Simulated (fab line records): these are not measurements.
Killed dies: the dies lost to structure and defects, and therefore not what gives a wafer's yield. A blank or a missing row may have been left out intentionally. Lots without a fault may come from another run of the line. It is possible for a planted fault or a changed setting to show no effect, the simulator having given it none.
Chamber matching | flow n5_finfet | N5_BEOL_M0_SAQP_HM_DEP_111 on pecvd-01: 3 sister chambers
The step deposits SiO2 from SiH4/N2O, target thk 12 nm, time 7.2 s. 6 wafers are shown with their chamber, then 8 later ones without.

## WAFERS WITH THEIR CHAMBER
wafer  | chamber | showerhead_plenum_p_Torr (Torr) | heater_power_w (W)
L087.3 | 2       | 8.30                            | 695
L087.5 | 1       | 8.07                            | 708
L089.1 | 2       | 8.31                            | 651
L089.2 | 0       | 8.28                            | 756
L089.4 | 1       | 8.06                            | 767
L090.1 | 0       | 8.28                            | 662

## WAFERS WITHOUT THEIR CHAMBER
wafer  | showerhead_plenum_p_Torr (Torr) | heater_power_w (W)
L090.4 | 8.28                            | 671
L090.6 | 8.31                            | 655
L093.2 | 8.06                            | 691
L093.4 | 8.28                            | 764
L093.6 | 8.09                            | 703
L094.3 | 8.07                            | 735
L094.4 | 8.09                            | 732
L094.5 | 8.29                            | 652

## CHAMBER TAKEN BY EACH
wafer  | from the rows above     | in truth
L090.4 | 0                       | 0
L090.6 | 2                       | 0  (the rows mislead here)
L093.2 | 1                       | 1
L093.4 | 0                       | 0
L093.6 | 1                       | 1
L094.3 | 1                       | 1
L094.4 | 1                       | 1
L094.5 | can't be placed: 0 or 2 | 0
Correct placement for 6 of the 8. From these rows, 1 cannot be placed; in 1 the true chamber is one of the candidates. Number placed wrongly: 1.
How it was worked out, from the rows above alone: a wafer's distance from a chamber is the root of the sum, over the readings, of the square of ((its reading less the chamber's mean) divided by the reading's scatter). If the next closest chamber is less than 2 further off than the closest, the wafer can't be placed; otherwise it belongs to the closest. A chamber's mean is the mean of its shown wafers. The scatter is the square root of a quotient: the sum, over the shown wafers, of each reading's squared deviation from its chamber's mean, divided by wafers minus chambers.
